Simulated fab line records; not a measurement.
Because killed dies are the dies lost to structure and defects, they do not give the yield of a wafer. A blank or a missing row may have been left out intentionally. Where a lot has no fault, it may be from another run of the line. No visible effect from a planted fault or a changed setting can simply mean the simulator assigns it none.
fab line records | flow nand-harc
record lots=6 | wafers=18 | last-day=32
route steps=1302 shown A_CONTACT@992
lots with no fault: from the same line, run without faults
start-h: the number of hours between the record's first day and the start of the first shown wafer of the lot | wait-h: how many hours have passed since the lot's step before this one | " repeats the value in the row above | L1.1+2: a single row standing in for several wafers | - either no value or no given start | * or withheld: withheld | < > ~ a bound
route shown NAME@n: names a module that has steps shown in the file, with the first one's number in the route | usual: mean/standard deviation taken from wafers without a fault | same: alike in all rows | chamber/n: place in a boat | sites: per-site readings | _std_site: their standard deviation | _edge_site: inner sites' mean taken away from outer sites' mean | radius-mm: how far each site lies from the wafer's centre | mask NAME#n: copy n | behind: the most recent tool/chamber to have shaped the wafer | hold: the reason the lot was held/the length of the hold in hours/how it ended | device: which transistor (n, p or np) failed to switch | end of line: tests run on the same wafers once the route is complete | step lacking rows: just its recipe | killed: dies that structure and defects cost at the first sort, which is not the same as the wafer's yield | map: a wafer's dies, marking killed ones x, the rest . and places with no die _
set.NAME: the setting as run; set.NAME@STEP: as run at that earlier step | model.NAME: the simulator's own value behind a step, which no gauge read
certain route steps with their lots: each step a table, each wafer a row
services: when a tool's chamber went out of use (start-h, in hours from the record's first day, below 0 if earlier), for how many hours, and the reason
## steps
# step NHARC_A_CONTACT_SOFTBAKE_37
# recipe temp-c=105 | time-s=55
# step NHARC_A_CONTACT_EBR_38
# step NHARC_A_CONTACT_EXPOSE_39
# recipe na=1.35 | sigma-outer=0.8 | dose-mj=58.79 | mask-id=A_CC_3
# step NHARC_A_CONTACT_PEB_40
# recipe peb-temp-c=100 | peb-time-s=65
# step NHARC_A_CONTACT_DEVELOP_41
# recipe develop-time-s=35 | dev-temp-c=23
# step NHARC_A_CONTACT_CD_MEAS_42
# recipe target-cd-nm=300 | landing-energy-ev=500
# usual cd-nm=300.3/0.86
lot.wafer | tool      | chamber | start-h | wait-h | cd-nm
L844.3    | cd-sem-02 | 0       | 493.03  | -      | 299.1
L844.5    | "         | 0       | "       | "      | 299.7
L844.6    | "         | 0       | "       | "      | 299.0
L851.1    | cd-sem-03 | 0       | 565.13  | -      | 302.2
L851.2    | "         | 0       | "       | "      | 300.8
L851.6    | "         | 0       | "       | "      | 302.1
L855.2    | cd-sem-01 | 0       | 586.34  | -      | 301.5
L855.4    | "         | 0       | "       | "      | 300.8
L855.5    | "         | 0       | "       | "      | 301.4
L857.1    | cd-sem-02 | 0       | 615.17  | -      | 299.6
L857.4    | "         | 0       | "       | "      | 299.4
L857.5    | "         | 0       | "       | "      | 300.5
L861.1    | cd-sem-01 | 0       | 660.84  | -      | 301.8
L861.4    | "         | 0       | "       | "      | 300.5
L861.5    | "         | 0       | "       | "      | 300.9
L862.1    | cd-sem-02 | 0       | 681.73  | -      | 300.8
L862.2    | "         | 0       | "       | "      | 300.8
L862.6    | "         | 0       | "       | "      | 301.0
# step NHARC_A_CONTACT_OVL_MEAS_43
# usual overlay-x-nm=0.4/0.96 | overlay-y-nm=0.0/0.78
lot.wafer | tool       | chamber | start-h | wait-h | overlay-x-nm | overlay-y-nm
L844.3    | overlay-02 | -       | 493.11  | -      | 0.0          | -0.3
L844.5    | "          | -       | "       | "      | -0.5         | 0.0
L844.6    | "          | -       | "       | "      | 0.0          | -0.4
L851.1    | overlay-02 | -       | 565.22  | -      | 1.9          | 1.5
L851.2    | "          | -       | "       | "      | 2.3          | 1.5
L851.6    | "          | -       | "       | "      | 2.1          | 1.2
L855.2    | overlay-01 | -       | 586.43  | -      | 0.9          | 0.1
L855.4    | "          | -       | "       | "      | 1.1          | 0.6
L855.5    | "          | -       | "       | "      | 1.3          | 0.7
L857.1    | overlay-01 | -       | 615.25  | -      | -0.3         | 0.4
L857.4    | "          | -       | "       | "      | -0.2         | -0.2
L857.5    | "          | -       | "       | "      | 0.4          | 0.2
L861.1    | overlay-01 | -       | 660.93  | -      | 0.0          | -1.1
L861.4    | "          | -       | "       | "      | -0.7         | -1.6
L861.5    | "          | -       | "       | "      | -0.8         | -1.1
L862.1    | overlay-01 | -       | 681.82  | -      | -0.3         | 1.3
L862.2    | "          | -       | "       | "      | -0.5         | 0.7
L862.6    | "          | -       | "       | "      | -0.1         | 0.4
# step NHARC_A_CONTACT_INSPECT_44
# usual raw-defect-count=80/44
lot.wafer | tool              | chamber | start-h | wait-h | raw-defect-count
L844.3    | defect-inspect-02 | -       | 493.17  | 0.1    | 66
L844.5    | "                 | -       | "       | "      | 62
L844.6    | "                 | -       | "       | "      | 78
L851.1    | defect-inspect-02 | -       | 565.26  | 0.0    | 108
L851.2    | "                 | -       | "       | "      | 106
L851.6    | "                 | -       | "       | "      | 108
L855.2    | defect-inspect-01 | -       | 586.46  | 0.0    | 24
L855.4    | "                 | -       | "       | "      | 25
L855.5    | "                 | -       | "       | "      | 20
L857.1    | defect-inspect-02 | -       | 615.29  | 0.0    | 77
L857.4    | "                 | -       | "       | "      | 86
L857.5    | "                 | -       | "       | "      | 100
L861.1    | defect-inspect-02 | -       | 660.97  | 0.0    | 68
L861.4    | "                 | -       | "       | "      | 81
L861.5    | "                 | -       | "       | "      | 75
L862.1    | defect-inspect-01 | -       | 681.85  | 0.0    | 23
L862.2    | "                 | -       | "       | "      | 27
L862.6    | "                 | -       | "       | "      | 27
# step NHARC_A_CONTACT_DESCUM_47
# recipe time-s=3 | o2-flow-sccm=200 | ar-flow-sccm=0 | bias-power-w=0 | chemistry=O2
# usual drypump-motor-current-A=5.8/0.42 | oes-product-au=1.004/0.013 | rf-vpp-V=57.9/0.94 | showerhead-plenum-p-Torr=1.91/0.096 | throttle-valve-pct=11.311/0.0089
lot.wafer | tool        | chamber | start-h | wait-h | drypump-motor-current-A | oes-product-au | rf-hours-counter-h | rf-vpp-V | showerhead-plenum-p-Torr | throttle-valve-pct
L844.3    | rie-diel-01 | 1       | 493.24  | 0.1    | 5.4                     | 0.993          | 20                 | 58.7     | 2.07                     | 11.301
L844.6    | "           | 3       | "       | "      | 5.1                     | 1.001          | -                  | 58.0     | 1.78                     | 11.305
L844.5    | "           | 0       | "       | "      | 6.3                     | 1.015          | -                  | 59.0     | 1.98                     | 11.311
L851.2    | rie-diel-13 | 2       | 565.32  | 0.1    | 6.2                     | 1.024          | 13                 | 58.2     | 1.81                     | 11.289
L851.1    | "           | 0       | "       | "      | 5.4                     | 1.008          | 12                 | 57.2     | 1.85                     | 11.310
L851.6    | "           | 3       | "       | "      | 6.6                     | 0.999          | -                  | 57.5     | 1.92                     | 11.314
L855.2    | rie-diel-13 | 1       | 586.52  | 0.1    | 5.6                     | 0.998          | 14                 | 58.0     | 1.90                     | 11.318
L855.4    | "           | 2       | "       | "      | 6.2                     | 1.008          | 24                 | 58.1     | 1.81                     | 11.308
L855.5    | "           | 1       | "       | "      | 5.6                     | 0.997          | -                  | 58.1     | 1.90                     | 11.289
L857.4    | rie-diel-03 | 1       | 615.37  | 0.1    | 5.9                     | 0.998          | 35                 | 57.6     | 2.01                     | 11.307
L857.1    | "           | 2       | "       | "      | 6.1                     | 1.019          | 29                 | 58.8     | 2.07                     | 11.314
L857.5    | "           | 3       | "       | "      | 5.8                     | 1.010          | -                  | 58.0     | 1.95                     | 11.310
L861.4    | rie-diel-03 | 0       | 661.03  | 0.1    | 5.9                     | 1.029          | 51                 | 56.5     | 1.87                     | 11.304
L861.1    | "           | 2       | "       | "      | 6.1                     | 1.018          | 43                 | 57.1     | 2.06                     | 11.311
L861.5    | "           | 0       | "       | "      | 6.0                     | 1.035          | -                  | 57.5     | 1.87                     | 11.306
L862.1    | rie-diel-13 | 3       | 681.91  | 0.1    | 6.6                     | 0.991          | 55                 | 56.1     | 1.91                     | 11.304
L862.2    | "           | 1       | "       | "      | 5.6                     | 1.010          | 43                 | 58.2     | 1.89                     | 11.321
L862.6    | "           | 3       | "       | "      | 6.6                     | 1.000          | -                  | 57.2     | 1.91                     | 11.315
# step NHARC_A_CONTACT_ETCH_48
# recipe target-depth-a=390 | over-etch-frac=0.3 | time-s=65 | ion-energy-ev=80 | cf4-flow-sccm=150 | ar-flow-sccm=0 | rf-w=300 | bias-w=100 | chemistry=CF4
# usual cf4-flow-sccm=150.0/0.43 | drypump-motor-current-A=5.8/0.41 | oes-product-au=1.002/0.012 | rf-vpp-V=151.3/1.4 | run-length-s=86.3/0.44 | showerhead-plenum-p-Torr=1.77/0.084 | throttle-valve-pct=13.283/0.0092
lot.wafer | tool        | chamber | start-h | wait-h | cf4-flow-sccm | drypump-motor-current-A | oes-product-au | rf-hours-counter-h | rf-vpp-V | run-length-s | showerhead-plenum-p-Torr | throttle-valve-pct
L844.3    | rie-diel-01 | 2       | 493.33  | 0.1    | 150.2         | 5.9                     | 0.996          | 21                 | 151.7    | 86.5         | 1.71                     | 13.280
L844.5    | "           | 3       | "       | "      | 149.3         | 5.2                     | 0.998          | -                  | 149.0    | 86.8         | 1.65                     | 13.289
L844.6    | "           | 0       | "       | "      | 149.6         | 6.3                     | 1.014          | -                  | 151.4    | 86.5         | 1.82                     | 13.287
L851.2    | rie-diel-13 | 2       | 565.42  | 0.1    | 150.1         | 6.2                     | 1.016          | 13                 | 150.0    | 85.9         | 1.68                     | 13.269
L851.1    | "           | 0       | "       | "      | 150.5         | 5.4                     | 1.005          | 12                 | 150.7    | 86.2         | 1.71                     | 13.268
L851.6    | "           | 2       | "       | "      | 150.2         | 6.2                     | 1.010          | -                  | 151.7    | 86.2         | 1.68                     | 13.295
L855.2    | rie-diel-13 | 3       | 586.61  | 0.1    | 150.1         | 6.5                     | 1.006          | 22                 | 151.7    | 86.2         | 1.78                     | 13.295
L855.4    | "           | 0       | "       | "      | 150.0         | 5.4                     | 1.009          | 21                 | 150.2    | 86.4         | 1.71                     | 13.273
L855.5    | "           | 0       | "       | "      | 149.7         | 5.4                     | 1.002          | -                  | 151.5    | 86.2         | 1.71                     | 13.289
L857.1    | rie-diel-03 | 1       | 615.44  | 0.1    | 149.3         | 5.9                     | 1.011          | 35                 | 151.7    | 86.5         | 1.85                     | 13.273
L857.4    | "           | 3       | "       | "      | 150.0         | 5.8                     | 1.004          | 28                 | 152.0    | 86.1         | 1.80                     | 13.295
L857.5    | "           | 2       | "       | "      | 149.9         | 6.1                     | 1.027          | -                  | 153.0    | 86.1         | 1.90                     | 13.281
L861.1    | rie-diel-03 | 3       | 661.11  | 0.1    | 149.7         | 5.8                     | 1.011          | 43                 | 151.8    | 85.7         | 1.79                     | 13.285
L861.4    | "           | 2       | "       | "      | 150.1         | 6.1                     | 1.010          | 43                 | 150.5    | 86.7         | 1.90                     | 13.277
L861.5    | "           | 0       | "       | "      | 149.4         | 6.0                     | 1.013          | -                  | 150.5    | 87.3         | 1.73                     | 13.293
L862.1    | rie-diel-13 | 3       | 682.00  | 0.1    | 149.5         | 6.6                     | 1.001          | 55                 | 150.9    | 86.1         | 1.77                     | 13.284
L862.2    | "           | 0       | "       | "      | 149.6         | 5.4                     | 1.016          | 53                 | 151.0    | 86.5         | 1.70                     | 13.274
L862.6    | "           | 0       | "       | "      | 150.2         | 5.4                     | 1.009          | -                  | 151.2    | 87.1         | 1.70                     | 13.264
# step NHARC_A_CONTACT_ETCH_49
# recipe target-depth-a=2600 | over-etch-frac=0.3 | time-s=475.3 | ion-energy-ev=200 | n2-flow-sccm=150 | h2-flow-sccm=150 | ar-flow-sccm=0 | rf-w=400 | bias-w=150 | chemistry=N2/H2
# usual drypump-motor-current-A=5.8/0.42 | h2-flow-sccm=150.0/0.44 | n2-flow-sccm=150.1/0.45 | oes-product-au=1.003/0.011 | rf-vpp-V=430/3.1 | run-length-s=496.7/0.48 | showerhead-plenum-p-Torr=2.04/0.11 | throttle-valve-pct=14.172/0.0095
lot.wafer | tool        | chamber | start-h | wait-h | drypump-motor-current-A | h2-flow-sccm | n2-flow-sccm | oes-product-au | rf-hours-counter-h | rf-vpp-V | run-length-s | showerhead-plenum-p-Torr | throttle-valve-pct
L844.3    | rie-diel-01 | 0       | -       | -      | 6.3                     | 149.6        | 149.9        | 1.007          | 18                 | 433      | 496.8        | 2.11                     | 14.174
L844.6    | "           | 0       | "       | "      | 6.2                     | 150.3        | 149.9        | 1.019          | -                  | 433      | 497.6        | 2.11                     | 14.168
L844.5    | "           | 1       | "       | "      | 5.5                     | 150.5        | 149.7        | 0.994          | -                  | 435      | 495.7        | 2.21                     | 14.145
L851.1    | rie-diel-13 | 0       | -       | -      | 5.4                     | 150.7        | 150.0        | 1.000          | 12                 | 429      | 497.1        | 1.97                     | 14.181
L851.2    | "           | 2       | "       | "      | 6.2                     | 150.1        | 150.5        | 1.018          | 14                 | 428      | 496.3        | 1.93                     | 14.170
L851.6    | "           | 3       | "       | "      | 6.6                     | 150.4        | 150.4        | 1.005          | -                  | 431      | 496.5        | 2.05                     | 14.141
L855.2    | rie-diel-13 | 0       | -       | -      | 5.4                     | 150.3        | 150.5        | 0.998          | 21                 | 428      | 496.6        | 1.97                     | 14.172
L855.4    | "           | 1       | "       | "      | 5.6                     | 149.8        | 149.6        | 0.995          | 14                 | 430      | 496.6        | 2.02                     | 14.180
L855.5    | "           | 3       | "       | "      | 6.6                     | 149.8        | 150.1        | 0.994          | -                  | 430      | 496.9        | 2.05                     | 14.167
L857.4    | rie-diel-03 | 1       | -       | -      | 6.0                     | 149.6        | 150.3        | 1.002          | 35                 | 434      | 496.8        | 2.14                     | 14.185
L857.1    | "           | 0       | "       | "      | 6.0                     | 149.6        | 149.4        | 1.010          | 33                 | 430      | 497.3        | 2.00                     | 14.186
L857.5    | "           | 1       | "       | "      | 5.9                     | 149.3        | 150.7        | 1.003          | -                  | 435      | 496.9        | 2.14                     | 14.185
L861.1    | rie-diel-03 | 1       | -       | -      | 5.9                     | 149.7        | 149.8        | 1.008          | 50                 | 433      | 496.9        | 2.14                     | 14.168
L861.4    | "           | 2       | "       | "      | 6.1                     | 148.8        | 150.0        | 1.000          | 43                 | 435      | 496.3        | 2.20                     | 14.164
L861.5    | "           | 0       | "       | "      | 6.0                     | 149.6        | 150.0        | 1.018          | -                  | 429      | 496.9        | 1.99                     | 14.167
L862.2    | rie-diel-13 | 3       | -       | -      | 6.5                     | 150.0        | 150.5        | 0.991          | 55                 | 431      | 496.8        | 2.04                     | 14.167
L862.1    | "           | 0       | "       | "      | 5.4                     | 149.2        | 150.2        | 1.006          | 53                 | 429      | 496.8        | 1.96                     | 14.168
L862.6    | "           | 2       | "       | "      | 6.3                     | 150.6        | 149.5        | 1.023          | -                  | 427      | 496.6        | 1.92                     | 14.176
# step NHARC_A_CONTACT_ETCH_50
# recipe target-depth-a=1210 | time-s=60.5 | cf4-flow-sccm=100 | chf3-flow-sccm=30 | ar-flow-sccm=0 | rf-w=500 | bias-w=200 | chemistry=CF4/CHF3
# usual cf4-flow-sccm=100.0/0.3 | drypump-motor-current-A=5.8/0.42 | oes-product-au=0.960/0.019 | rf-vpp-V=370.5/2.8 | run-length-s=81.9/0.45 | showerhead-plenum-p-Torr=1.57/0.076 | throttle-valve-pct=16.802/0.01
lot.wafer | tool        | chamber | start-h | wait-h | cf4-flow-sccm | drypump-motor-current-A | oes-product-au | rf-hours-counter-h | rf-vpp-V | run-length-s | showerhead-plenum-p-Torr | throttle-valve-pct
L844.3    | rie-diel-01 | 2       | -       | -      | 100.7         | 5.9                     | 0.960          | 21                 | 369.1    | 81.5         | 1.52                     | 16.803
L844.5    | "           | 3       | "       | "      | 100.1         | 5.1                     | 0.963          | -                  | 367.0    | 82.0         | 1.47                     | 16.802
L844.6    | "           | 0       | "       | "      | 100.2         | 6.3                     | 0.936          | -                  | 373.4    | 82.0         | 1.62                     | 16.800
L851.1    | rie-diel-13 | 0       | -       | -      | 99.5          | 5.4                     | 0.969          | 12                 | 369.7    | 81.9         | 1.52                     | 16.818
L851.2    | "           | 2       | "       | "      | 99.7          | 6.2                     | 0.977          | 14                 | 366.8    | 81.7         | 1.49                     | 16.815
L851.6    | "           | 0       | "       | "      | 99.9          | 5.4                     | 0.968          | -                  | 368.2    | 82.2         | 1.52                     | 16.793
L855.4    | rie-diel-13 | 3       | -       | -      | 99.7          | 6.6                     | 0.916          | 23                 | 371.1    | 82.3         | 1.58                     | 16.811
L855.2    | "           | 0       | "       | "      | 100.1         | 5.4                     | 0.923          | 22                 | 370.5    | 81.8         | 1.52                     | 16.803
L855.5    | "           | 3       | "       | "      | 99.8          | 6.6                     | 0.922          | -                  | 370.6    | 82.0         | 1.58                     | 16.791
L857.4    | rie-diel-03 | 1       | -       | -      | 100.2         | 5.9                     | 0.943          | 35                 | 372.9    | 82.4         | 1.65                     | 16.796
L857.1    | "           | 3       | "       | "      | 100.2         | 5.8                     | 0.934          | 28                 | 371.1    | 81.0         | 1.60                     | 16.799
L857.5    | "           | 1       | "       | "      | 99.8          | 5.9                     | 0.939          | -                  | 373.6    | 82.2         | 1.65                     | 16.796
L861.1    | rie-diel-03 | 2       | -       | -      | 99.7          | 6.1                     | 0.946          | 43                 | 373.8    | 82.0         | 1.69                     | 16.798
L861.4    | "           | 3       | "       | "      | 99.5          | 5.8                     | 0.929          | 44                 | 371.2    | 81.2         | 1.60                     | 16.811
L861.5    | "           | 1       | "       | "      | 100.2         | 5.9                     | 0.930          | -                  | 373.9    | 82.0         | 1.64                     | 16.823
L862.1    | rie-diel-13 | 3       | -       | -      | 100.5         | 6.6                     | 0.918          | 55                 | 371.4    | 82.1         | 1.57                     | 16.811
L862.2    | "           | 0       | "       | "      | 99.5          | 5.3                     | 0.928          | 53                 | 367.6    | 82.3         | 1.51                     | 16.792
L862.6    | "           | 2       | "       | "      | 99.9          | 6.2                     | 0.941          | -                  | 367.4    | 81.5         | 1.48                     | 16.796
# step NHARC_A_CONTACT_ETCH_51
# recipe target-depth-a=70000 | over-etch-frac=0.3 | time-s=1820 | ion-energy-ev=150 | o2-flow-sccm=400 | cos-flow-sccm=20 | ar-flow-sccm=0 | rf-w=500 | bias-w=300 | chemistry=O2/COS
# usual drypump-motor-current-A=5.8/0.4 | oes-product-au=1.004/0.013 | rf-vpp-V=314.2/2.4 | run-length-s=1841.4/0.45 | showerhead-plenum-p-Torr=3.13/0.15 | throttle-valve-pct=28.331/0.0095
lot.wafer | tool        | chamber | start-h | wait-h | drypump-motor-current-A | oes-product-au | rf-hours-counter-h | rf-vpp-V | run-length-s | showerhead-plenum-p-Torr | throttle-valve-pct
L844.3    | rie-diel-01 | 0       | 494.22  | -      | 6.3                     | 1.024          | 19                 | 315.6    | 1841.6       | 3.22                     | 28.340
L844.6    | "           | 1       | "       | "      | 5.5                     | 0.991          | -                  | 317.2    | 1840.5       | 3.36                     | 28.338
L844.5    | "           | 2       | "       | "      | 5.9                     | 0.997          | -                  | 311.7    | 1841.6       | 3.02                     | 28.334
L851.2    | rie-diel-13 | 3       | 566.26  | -      | 6.6                     | 1.003          | 14                 | 315.3    | 1841.7       | 3.14                     | 28.334
L851.1    | "           | 0       | "       | "      | 5.4                     | 1.003          | 12                 | 313.7    | 1332.1       | 3.02                     | 28.330
L851.6    | "           | 3       | "       | "      | 6.5                     | 0.998          | -                  | 313.6    | 1841.3       | 3.14                     | 28.329
L855.4    | rie-diel-13 | 1       | 587.14  | -      | 5.6                     | 0.998          | 14                 | 314.5    | 1841.3       | 3.10                     | 28.332
L855.2    | "           | 0       | "       | "      | 5.4                     | 1.010          | 22                 | 314.3    | 1331.7       | 3.02                     | 28.327
L855.5    | "           | 2       | "       | "      | 6.2                     | 1.011          | -                  | 311.8    | 1841.0       | 2.96                     | 28.337
L857.4    | rie-diel-03 | 2       | 616.14  | -      | 6.1                     | 1.021          | 30                 | 317.4    | 1840.8       | 3.36                     | 28.343
L857.1    | "           | 0       | "       | "      | 5.9                     | 1.008          | 34                 | 311.6    | 1841.6       | 3.06                     | 28.350
L857.5    | "           | 1       | "       | "      | 5.9                     | 0.999          | -                  | 316.7    | 1841.9       | 3.27                     | 28.346
L861.4    | rie-diel-03 | 2       | 661.77  | -      | 6.1                     | 1.019          | 43                 | 317.1    | 1841.2       | 3.35                     | 28.332
L861.1    | "           | 0       | "       | "      | 6.0                     | 1.026          | 51                 | 313.4    | 1842.0       | 3.05                     | 28.340
L861.5    | "           | 1       | "       | "      | 6.0                     | 1.020          | -                  | 315.6    | 1841.4       | 3.26                     | 28.337
L862.1    | rie-diel-13 | 2       | 682.65  | -      | 6.2                     | 1.034          | 54                 | 312.0    | 1841.5       | 2.95                     | 28.327
L862.2    | "           | 3       | "       | "      | 6.6                     | 1.002          | 55                 | 315.1    | 1841.3       | 3.12                     | 28.318
L862.6    | "           | 2       | "       | "      | 6.3                     | 1.033          | -                  | 312.7    | 1841.4       | 2.95                     | 28.338
# step NHARC_A_CONTACT_ETCH_111
# recipe source-w=withheld | pressure-mtorr=20 | bias-v=withheld | time-s=140 | target-depth-a=7000 | ar-flow-sccm=withheld | c4f8-flow-sccm=withheld | o2-flow-sccm=withheld | chemistry=C4F8/O2/Ar
# usual run-length-s=141.4/0.46
lot.wafer | tool            | chamber | start-h | wait-h | rf-hours-counter-h | run-length-s
L844.3    | har-cap-etch-01 | 0       | 495.11  | -      | -                  | 141.1
L844.6    | "               | 0       | "       | "      | -                  | 141.0
L844.5    | "               | 1       | "       | "      | -                  | 141.2
L851.2    | har-cap-etch-03 | 0       | 567.55  | -      | 53                 | 142.1
L851.1    | "               | 1       | "       | "      | 53                 | 141.1
L851.6    | "               | 0       | "       | "      | -                  | 142.0
L855.2    | har-cap-etch-01 | 0       | 588.34  | -      | 12                 | 141.0
L855.4    | "               | 1       | "       | "      | -                  | 141.5
L855.5    | "               | 1       | "       | "      | -                  | 141.5
L857.1    | har-cap-etch-02 | 1       | 617.22  | -      | 110                | 141.0
L857.4    | "               | 0       | "       | "      | -                  | 141.7
L857.5    | "               | 0       | "       | "      | -                  | 141.8
L861.1    | har-cap-etch-03 | 1       | 662.86  | -      | 69                 | 141.2
L861.4    | "               | 1       | "       | "      | -                  | 141.0
L861.5    | "               | 0       | "       | "      | -                  | 141.7
L862.1    | har-cap-etch-01 | 0       | 683.73  | -      | 27                 | 141.0
L862.2    | "               | 1       | "       | "      | 27                 | 141.1
L862.6    | "               | 0       | "       | "      | -                  | 141.1
## services
tool            | chamber | start-h | hours | kind
rie-diel-13     | 0       | 476.09  | -     | clean
rie-diel-13     | 1       | 476.09  | -     | clean
rie-diel-13     | 2       | 476.09  | -     | clean
rie-diel-13     | 3       | 476.09  | -     | clean
rie-diel-01     | 0       | 484.88  | 6.7   | repair
har-cap-etch-01 | -       | 490.05  | 1.6   | repair
har-cap-etch-01 | -       | 497.64  | 17.0  | pm
rie-diel-13     | 0       | 500.61  | -     | clean
rie-diel-13     | 1       | 500.61  | -     | clean
rie-diel-13     | 2       | 500.61  | -     | clean
rie-diel-13     | 3       | 500.61  | -     | clean
rie-diel-13     | 2       | 507.77  | -     | consumable-replace:esc
rie-diel-13     | 2       | 507.77  | 9.0   | scheduled-down
rie-diel-13     | 2       | 507.77  | 9.0   | vent-cycle
rie-diel-03     | -       | 515.03  | 9.0   | pm
rie-diel-13     | -       | 519.98  | 9.0   | pm
rie-diel-13     | 0       | 519.98  | 9.0   | vent-cycle
rie-diel-01     | -       | 557.95  | 9.0   | pm
rie-diel-13     | 1       | 560.85  | 12.8  | repair
rie-diel-13     | 0       | 610.55  | 8.2   | repair
rie-diel-13     | 1       | 628.30  | 5.6   | repair
rie-diel-01     | -       | 636.88  | 0.2   | repair
har-cap-etch-01 | -       | 646.29  | 0.3   | repair
rie-diel-01     | 1       | 656.12  | 5.1   | repair
## key
first-sign step=NHARC_A_CONTACT_ETCH_51 | reading=run-length-s | direction=down | sigmas=99+ | usual=* | struck=*
effect none on later readings
met-at NHARC_A_CONTACT_ETCH_51
struck-wafers L851.1,L855.2
later-rows-left-out L851.1,L855.2
sort-left-out L851.1,L855.2
tester-left-out L851,L855
fault kind=process-parameter-drift | tool=rie-diel-13 | chamber=0 | onset-h=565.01 | steps=NHARC_A_CONTACT_ETCH_51 | channel=time-s | offset=* | shape=step | end-h=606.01 | acts-in=* | stated=*
# tester-left-out: of these lots the tester's yield and bins aren't shown, on N5 and GAA mostly nor the transistor test; their killed dies are dies lost to structure and defects alone, not to doping, threshold or leakage, so they don't give the yield
# sort-left-out: the simulated sort isn't trusted on such a fault, so these wafers' sort isn't shown, and their yield isn't known
# later-rows-left-out: the simulator's readings of these wafers behind a module that went badly wrong aren't trusted and aren't shown, but for the sort
